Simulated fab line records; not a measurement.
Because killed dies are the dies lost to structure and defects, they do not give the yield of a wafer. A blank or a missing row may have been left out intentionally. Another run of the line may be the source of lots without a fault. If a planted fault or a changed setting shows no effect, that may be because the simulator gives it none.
fab line records | flow nandHarc
record: lots: 11 wafers: 33 lastDay: 25
route steps=1159 shown A_STAIRCASE@532 END@1159
lots with no fault: from the same line, run without faults
startH: the number of hours between the record's first day and the start of the first shown wafer of the lot | waitH: hours since the lot's step before | " same as the row above | L1.1+2: a single row standing in for several wafers | - no value, or no start given | * or withheld: withheld | < > ~ a bound
route shown NAME@n: names a module that has steps shown in the file, with the first one's number in the route | usual: mean and standard deviation over wafers with no fault | same: alike in all rows | chamber/n: place in a boat | sites: readings site by site | _std_site: their standard deviation | _edge_site: the outer-site mean with the inner-site mean subtracted | radiusMm: how far each site lies from the wafer's centre | mask NAME#n: copy n | behind: tool/chamber where the wafer was last shaped | hold: why the lot was held/for how many hours/how that ended | device: names the non-switching transistor (n, p or np) | end of line: the route-end tests of the same wafers | step lacking rows: just its recipe | killed: at the first sort, the dies lost to defects and structure; wafer yield is something else | map: a wafer's dies, x killed, . not, _ none there
set.NAME: the setting the step ran with; set.NAME@STEP: the setting that earlier step ran with | model.NAME: the simulator's own value behind a step, which no gauge read
a sample of lots followed through the steps of the route, with each step as a table and each wafer as a row
services: a tool's chamber out of use, with start hour (startH, from the record's first day; less than 0 if before it), hours out, and reason
== steps ==
step: NHARC_A_STAIRCASE_ETCH_170
recipe: targetDepthA: 2000 timeS: 66.667 ionEnergyEv: 250 c4f6FlowSccm: 25 o2FlowSccm: 20 arFlowSccm: 500 rfW: 600 biasW: 500 chemistry: C4F6/O2
usual: drypumpMotorCurrentA: 5.79/0.29 oesProductAu: 0.970/0.013 rfVppV: 547.5/2.5 showerheadPlenumPTorr: 3.95/0.11 throttleValvePct: 26.904/0.0085
columns lot.wafer tool chamber startH waitH drypumpMotorCurrentA oesProductAu rfHoursCounterH rfVppV showerheadPlenumPTorr throttleValvePct
L982.1 rieDiel-11 1 - - 5.84 0.978 17 547.2 3.97 26.902
L982.2 " 3 " " 5.53 0.972 17 548.2 3.99 26.901
L982.6 " 1 " " 5.86 0.976 - 548.1 3.97 26.899
L984.2 rieDiel-11 0 - - 6.09 0.979 8 546.8 3.97 26.903
L984.1 " 2 " " 5.38 0.967 17 551.8 4.09 26.897
L984.5 " 0 " " 6.09 0.970 - 547.8 3.97 26.900
L983.4 rieDiel-11 2 - - 5.39 0.973 17 551.1 4.09 26.914
L983.5 " 0 " " 6.11 0.980 - 548.6 3.97 26.908
L983.6 " 1 " " 5.82 0.973 - 547.2 3.97 26.915
L993.1 rieDiel-03 0 - - 5.84 0.979 31 547.2 3.91 26.906
L993.4 " 1 " " 5.67 0.991 28 548.2 3.95 26.909
L993.2 " 2 " " 5.90 0.961 30 549.3 4.06 26.918
L994.1 rieDiel-03 2 - - 5.91 0.973 32 549.4 4.06 26.912
L994.4 " 0 " " 5.90 0.981 32 545.3 3.91 26.898
L994.5 " 2 " " 5.92 0.972 - 548.6 4.06 26.891
L995.4 rieDiel-11 1 - - 5.85 0.946 44 546.5 3.96 26.910
L995.2 " 2 " " 5.38 0.947 46 550.3 4.07 26.904
L995.1 " 3 " " 5.52 0.938 48 547.0 3.97 26.888
L999.2 rieDiel-03 1 - - 5.65 0.992 36 548.2 3.94 26.909
L999.3 " 2 " " 5.89 0.974 39 548.8 4.06 26.893
L999.6 " 1 " " 5.67 0.991 - 548.3 3.94 26.906
L101.3 rieDiel-11 2 - - 5.39 0.968 56 549.3 4.07 26.907
L101.5 " 3 " " 5.52 0.950 - 549.1 3.97 26.903
L101.6 " 0 " " 6.09 0.953 - 546.4 3.95 26.898
L103.3 rieDiel-02 3 - - 6.49 0.977 4 552.3 4.22 26.902
L103.6 " 3 " " 6.47 0.974 - 553.7 4.22 26.908
L103.5 " 0 " " 6.31 0.978 - 544.1 3.81 26.909
L104.4 rieDiel-02 2 - - 5.67 0.988 14 545.7 3.81 26.901
L104.2 " 3 " " 6.47 0.984 12 553.6 4.22 26.915
L104.1 " 0 " " 6.29 0.983 12 546.2 3.80 26.901
L105.1 rieDiel-11 0 - - 6.10 0.982 1 547.2 3.94 26.911
L105.4 " 1 " " 5.83 0.970 2 547.9 3.94 26.904
L105.2 " 2 " " 5.35 0.979 2 549.4 4.06 26.920
step: NHARC_A_STAIRCASE_STRIP_171
recipe: powerW: 1500 tempC: 250 chemistry: O2
usual: drypumpMotorCurrentA: 5.6/0.36 heaterPowerW: 308/18
columns lot.wafer tool chamber startH waitH drypumpMotorCurrentA heaterPowerW rfHoursCounterH
L982.2 plasmaAsher-01 0 239.98 - 5.7 293 46
L982.1 " 1 " " 5.5 342 46
L982.6 " 1 " " 5.5 332 -
L984.2 plasmaAsher-01 0 240.25 - 5.7 295 46
L984.1 " 1 " " 5.5 341 46
L984.5 " 0 " " 5.7 296 -
L983.4 plasmaAsher-02 0 240.50 - 5.1 284 -
L983.6 " 1 " " 6.2 313 -
L983.5 " 0 " " 5.1 286 -
L993.1 plasmaAsher-02 1 317.31 - 6.2 314 41
L993.2 " 0 " " 5.1 293 41
L993.4 " 1 " " 6.2 315 -
L994.1 plasmaAsher-01 0 321.76 - 5.7 302 10
L994.4 " 0 " " 5.7 293 -
L994.5 " 0 " " 5.7 292 -
L995.1 plasmaAsher-02 0 329.27 - 5.1 292 45
L995.2 " 1 " " 6.2 305 45
L995.4 " 1 " " 6.2 321 -
L999.2 plasmaAsher-01 1 336.03 - 5.4 322 16
L999.3 " 1 " " 5.5 322 -
L999.6 " 0 " " 5.7 304 -
L101.3 plasmaAsher-02 1 345.72 - 6.2 314 -
L101.6 " 1 " " 6.2 311 -
L101.5 " 0 " " 5.1 286 -
L103.3 plasmaAsher-02 0 348.30 - 5.1 285 -
L103.5 " 1 " " 6.2 323 -
L103.6 " 0 " " 5.1 281 -
L104.1 plasmaAsher-01 0 371.91 - 5.7 297 33
L104.2 " 1 " " 5.4 319 33
L104.4 " 0 " " 5.7 302 -
L105.1 plasmaAsher-01 0 380.90 - 5.7 295 34
L105.2 " 1 " " 5.5 324 34
L105.4 " 1 " " 5.5 333 -
step: NHARC_A_STAIRCASE_ETCH_13
recipe: targetDepthA: 1000 timeS: 40.5 ionEnergyEv: 400 c4f8FlowSccm: 20 o2FlowSccm: 10 arFlowSccm: withheld rfW: 600 biasW: 1000 chemistry: C4F8/O2
usual: oesProductAu: 0.933/0.012 rfVppV: 895/4.5
columns lot.wafer tool chamber startH waitH oesProductAu rfHoursCounterH rfVppV
L982.1 rieDiel-02 3 241.77 - 0.932 32 887
L982.2 " 1 " " 0.947 28 890
L982.6 " 2 " " 0.946 - 891
L984.2 rieDiel-02 0 242.09 - 0.921 28 893
L984.1 " 2 " " 0.947 32 895
L984.5 " 0 " " 0.923 - 893
L983.4 rieDiel-03 1 242.69 - 0.937 7 898
L983.5 " 3 " " 0.910 - 891
L983.6 " 0 " " 0.928 - 897
L993.2 rieDiel-11 0 319.07 - 0.768 33 896
L993.4 " 1 " " 0.916 41 898
L993.1 " 2 " " 0.933 43 901
L994.4 rieDiel-11 1 323.55 - 0.926 42 895
L994.1 " 2 " " 0.935 45 902
L994.5 " 0 " " 0.765 - 898
L995.4 rieDiel-03 3 333.85 - 0.917 41 892
L995.2 " 1 " " 0.927 35 897
L995.1 " 2 " " 0.902 38 903
L999.2 rieDiel-03 1 337.78 - 0.959 37 897
L999.3 " 2 " " 0.958 40 901
L999.6 " 0 " " 0.939 - 896
L101.3 rieDiel-03 0 347.40 - 0.946 43 896
L101.6 " 3 " " 0.939 - 891
L101.5 " 0 " " 0.944 - 896
L103.3 rieDiel-03 0 349.94 - 0.955 45 896
L103.5 " 0 " " 0.944 - 896
L103.6 " 1 " " 0.954 - 896
L104.2 rieDiel-03 1 373.69 - 0.955 49 896
L104.4 " 2 " " 0.950 53 898
L104.1 " 3 " " 0.937 54 890
L105.4 rieDiel-03 1 382.58 - 0.930 53 896
L105.2 " 2 " " 0.924 57 899
L105.1 " 3 " " 0.924 58 891
step: NHARC_A_STAIRCASE_TRIM_16
recipe: timeS: 211.2 o2FlowSccm: 500 arFlowSccm: 0 biasW: 0 chemistry: O2
usual: drypumpMotorCurrentA: 5.8/0.37 oesProductAu: 1.001/0.011 rfVppV: 57.6/0.91 showerheadPlenumPTorr: 3.50/0.13 throttleValvePct: 17.037/0.0089
columns lot.wafer tool chamber startH waitH drypumpMotorCurrentA oesProductAu rfHoursCounterH rfVppV showerheadPlenumPTorr throttleValvePct
L982.1 rieDiel-02 3 - - 6.5 0.997 32 57.6 3.28 17.032
L982.2 " 2 " " 5.7 0.999 32 57.7 3.45 17.032
L982.6 " 0 " " 6.3 0.986 - 57.6 3.44 17.034
L984.2 rieDiel-02 3 - - 6.4 1.003 33 56.9 3.28 17.035
L984.1 " 2 " " 5.6 1.001 32 60.5 3.45 17.043
L984.5 " 0 " " 6.3 0.991 - 57.4 3.44 17.050
L983.4 rieDiel-03 3 - - 5.7 0.992 8 57.1 3.40 17.043
L983.6 " 1 " " 5.6 0.995 - 56.3 3.56 17.046
L983.5 " 2 " " 5.9 1.008 - 58.8 3.67 17.036
L993.2 rieDiel-11 2 - - 5.3 1.014 43 58.5 3.67 17.042
L993.4 " 3 " " 5.5 0.994 45 58.2 3.57 17.051
L993.1 " 0 " " 6.1 1.009 34 56.7 3.56 17.034
L994.4 rieDiel-11 1 - - 5.8 1.008 42 56.8 3.56 17.020
L994.1 " 2 " " 5.4 1.008 45 58.0 3.67 17.037
L994.5 " 0 " " 6.1 1.009 - 58.8 3.56 17.042
L995.1 rieDiel-03 2 - - 5.9 0.980 38 57.8 3.65 17.052
L995.4 " 3 " " 5.7 0.988 42 58.6 3.38 17.032
L995.2 " 1 " " 5.6 1.011 35 57.6 3.54 17.056
L999.2 rieDiel-03 2 - - 5.9 0.993 40 58.2 3.65 17.051
L999.3 " 3 " " 5.7 0.985 43 57.3 3.38 17.052
L999.6 " 0 " " 5.9 1.007 - 56.0 3.51 17.044
L101.3 rieDiel-03 2 - - 5.9 0.988 44 57.0 3.65 17.031
L101.6 " 3 " " 5.7 0.992 - 57.6 3.37 17.048
L101.5 " 0 " " 5.9 0.996 - 56.6 3.51 17.032
L103.3 rieDiel-03 3 - - 5.7 0.982 48 57.7 3.37 17.038
L103.5 " 1 " " 5.6 0.988 - 57.3 3.54 17.031
L103.6 " 2 " " 5.9 0.986 - 58.2 3.65 17.029
L104.1 rieDiel-03 2 - - 5.9 0.986 53 57.6 3.64 17.047
L104.2 " 3 " " 5.7 1.000 54 56.5 3.37 17.027
L104.4 " 0 " " 5.9 1.002 50 57.9 3.51 17.040
L105.1 rieDiel-03 0 - - 5.9 0.995 55 59.3 3.51 17.027
L105.2 " 1 " " 5.6 0.988 54 57.9 3.53 17.033
L105.4 " 2 " " 5.9 0.980 57 58.0 3.64 17.051
step: NHARC_END_SORT_01
recipe: tempC: 25
usual: killedAtArray: 28/11 killedAtOther: 0.5/0.85 killedAtPeriphery: 2.7/1.9 killedDies: 32/12 killedOpen: 3.3/1.6 killedShort: 2.1/1.5
same: grossDies: 677
columns lot.wafer tool chamber startH waitH hold killedAtArray killedAtOther killedAtPeriphery killedDies killedOpen killedShort
L984.1 prober-01 0 457.07 2.5 - 22 0 0 22 2 1
L984.2 prober-01 0 457.87 2.8 - 33 0 4 37 3 1
L984.5 prober-01 0 460.28 3.7 - 29 0 4 33 2 3
L993.1 prober-02 0 520.66 2.5 awaitDispo/6.9h/release 37 1 5 43 4 1
L993.2 prober-02 0 521.47 2.8 awaitDispo/6.9h/release 668 2 1 671 1 1
L993.4 prober-02 0 523.09 3.4 awaitDispo/6.9h/release 28 4 5 37 2 3
L994.1 prober-01 0 525.81 2.5 awaitDispo/2.7h/release 30 0 4 34 2 3
L994.4 prober-01 0 528.20 3.4 awaitDispo/2.7h/release 37 0 10 47 4 3
L994.5 prober-01 0 529.00 3.7 awaitDispo/2.7h/release 649 1 4 654 3 1
L995.1 prober-01 0 548.41 2.5 - 51 0 4 55 6 2
L995.2 prober-01 0 549.21 2.8 - 42 0 2 44 4 1
L995.4 prober-01 0 550.81 3.4 - 32 1 2 35 2 4
killed by level:class
L984.1 A_SLIT:chamberFilmFlake=8 A_CHANNEL_HOLE_D1:chamberFilmFlake=5 A_CONTACT:chamberFilmFlake=5 A_CHANNEL_FILL_D1:geometricParticle:short=1 A_CONTACT:geometricParticle:open=1 A_M0:geometricParticle:open=1 A_SGD_CUT:chamberFilmFlake=1
L984.2 A_CHANNEL_HOLE_D1:chamberFilmFlake=14 A_SLIT:chamberFilmFlake=12 P_BONDPAD:chamberFilmFlake=2 A_SGD_CUT:chamberFilmFlake=2 P_CONTACT:geometricParticle:open=1 A_ONON_D1:geometricParticle:open=1 A_WL_FILL:geometricParticle:short=1 A_M0:geometricParticle:open=1
L984.5 A_CHANNEL_HOLE_D1:chamberFilmFlake=14 A_SLIT:chamberFilmFlake=9 P_CONTACT:geometricParticle:short=1 P_CONTACT:geometricParticle:open=1 A_ONON_D1:geometricParticle:short=1 A_STAIRCASE:geometricParticle:short=1 A_CONTACT:geometricParticle:open=1 P_ZERO_WELL:chamberFilmFlake=1
L993.1 A_SLIT:chamberFilmFlake=15 A_CHANNEL_HOLE_D1:chamberFilmFlake=5 A_STAIRCASE:chamberFilmFlake=4 A_WL_FILL:chamberFilmFlake=4 P_ZERO_WELL:chamberFilmFlake=2 P_GATE:chamberFilmFlake=2 A_CONTACT:chamberFilmFlake=2 P_GATE:geometricParticle:open=1
L993.2 A_STAIRCASE:areaEtch=648 A_SLIT:chamberFilmFlake=5 A_CHANNEL_HOLE_D1:chamberFilmFlake=4 A_ZERO_WELL:chamberFilmFlake=3 A_WL_FILL:chamberFilmFlake=3 THIN_TSV:chamberFilmFlake=2 A_CHANNEL_FILL_D1:geometricParticle:open=1 A_CHANNEL_FILL_D1:geometricParticle:short=1
L993.4 A_SLIT:chamberFilmFlake=19 A_CHANNEL_HOLE_D1:chamberFilmFlake=4 THIN_TSV:chamberFilmFlake=4 P_ZERO_WELL:chamberFilmFlake=2 A_WL_FILL:chamberFilmFlake=2 P_GATE:geometricParticle:short=1 P_CONTACT:geometricParticle:short=1 A_ONON_D1:geometricParticle:open=1
L994.1 A_SLIT:chamberFilmFlake=15 A_CHANNEL_HOLE_D1:chamberFilmFlake=5 A_STAIRCASE:chamberFilmFlake=3 A_SOURCE_PLATE:geometricParticle:short=2 P_M1:chamberFilmFlake=2 A_CONTACT:chamberFilmFlake=2 P_CONTACT:geometricParticle:open=1 A_SGD_CUT:geometricParticle:short=1
L994.4 A_SLIT:chamberFilmFlake=16 A_CHANNEL_HOLE_D1:chamberFilmFlake=7 P_M1:chamberFilmFlake=5 A_CONTACT:chamberFilmFlake=4 P_STI:chamberFilmFlake=3 A_CONTACT:geometricParticle:open=2 A_M0:chamberFilmFlake=2 P_GATE:geometricParticle:open=1
L994.5 A_STAIRCASE:areaEtch=617 A_SLIT:chamberFilmFlake=15 A_CHANNEL_HOLE_D1:chamberFilmFlake=6 A_STAIRCASE:chamberFilmFlake=4 P_M1:chamberFilmFlake=3 A_CONTACT:chamberFilmFlake=3 P_GATE:geometricParticle:open=1 A_SGD_CUT:geometricParticle:open=1
L995.1 A_SLIT:chamberFilmFlake=24 A_CHANNEL_HOLE_D1:chamberFilmFlake=16 A_WL_FILL:geometricParticle:open=3 A_STAIRCASE:chamberFilmFlake=3 P_CONTACT:geometricParticle:short=1 P_M0:geometricParticle:open=1 A_ONON_D1:geometricParticle:short=1 A_CONTACT:geometricParticle:open=1
L995.2 A_SLIT:chamberFilmFlake=20 A_CHANNEL_HOLE_D1:chamberFilmFlake=10 A_STAIRCASE:chamberFilmFlake=4 A_CONTACT:geometricParticle:open=2 A_CHANNEL_FILL_D1:chamberFilmFlake=2 A_CONTACT:chamberFilmFlake=2 P_M0:geometricParticle:open=1 A_WL_FILL:geometricParticle:open=1
L995.4 A_SLIT:chamberFilmFlake=14 A_CHANNEL_HOLE_D1:chamberFilmFlake=8 A_STAIRCASE:chamberFilmFlake=4 P_STI:geometricParticle:short=1 A_WL_FILL:geometricParticle:open=1 A_CONTACT:geometricParticle:open=1 A_CONTACT:geometricParticle:short=1 A_M0:geometricParticle:short=1
== services ==
columns tool chamber startH hours kind
rieDiel-11 0 223.77 14.4 repair
rieDiel-03 0 224.40 - clean
rieDiel-03 1 224.40 - clean
rieDiel-03 2 224.40 - clean
rieDiel-03 3 224.40 - clean
rieDiel-03 2 233.58 4.2 repair
rieDiel-03 0 248.90 - clean
rieDiel-03 1 248.90 - clean
rieDiel-03 2 248.90 - clean
rieDiel-03 3 248.90 - clean
rieDiel-03 0 259.93 7.7 repair
rieDiel-03 1 267.17 12.7 repair
rieDiel-11 - 272.47 0.4 repair
rieDiel-03 0 273.40 - clean
rieDiel-03 2 273.40 - clean
rieDiel-03 3 273.40 - clean
plasmaAsher-01 - 276.20 9.0 pm
rieDiel-03 0 297.90 - clean
rieDiel-02 - 328.06 9.0 pm
rieDiel-11 - 339.93 0.7 repair
plasmaAsher-02 - 360.96 9.0 pm
rieDiel-03 1 362.93 8.5 repair
rieDiel-11 - 368.53 9.0 pm
plasmaAsher-02 - 373.73 1.6 repair
== key ==
firstSign: step: NHARC_A_STAIRCASE_ETCH_13 reading: oesProductAu direction: down sigmas: 14 usual: 0.933 struck: 0.767
effect: step: NHARC_END_SORT_01 reading: killedAtArray direction: up sigmas: 56 usual: 28 struck: 658
moreKillsBornAt: NHARC_A_STAIRCASE_ETCH_13@rieDiel-11: 1265
metAt NHARC_A_STAIRCASE_ETCH_13
struckLots L993,L994
struckWafers L993.2,L994.5
laterRowsLeftOut L993.2,L994.5
testerLeftOut L993,L994
notActingAt NHARC_A_STAIRCASE_ETCH_170,NHARC_A_STAIRCASE_STRIP_171,NHARC_A_STAIRCASE_TRIM_16
fault: kind: processParameterDrift tool: rieDiel-11 chamber: 0 onsetH: 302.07 steps: NHARC_A_STAIRCASE_ETCH_13 channel: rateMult offset: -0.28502 shape: step endH: 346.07
testerLeftOut: of these lots the tester's yield and bins aren't shown, on N5 and GAA mostly nor the transistor test; their killed dies are dies lost to structure and defects alone, not to doping, threshold or leakage, so they don't give the yield
laterRowsLeftOut: the simulator's readings of these wafers behind a module that went badly wrong aren't trusted and aren't shown, but for the sort
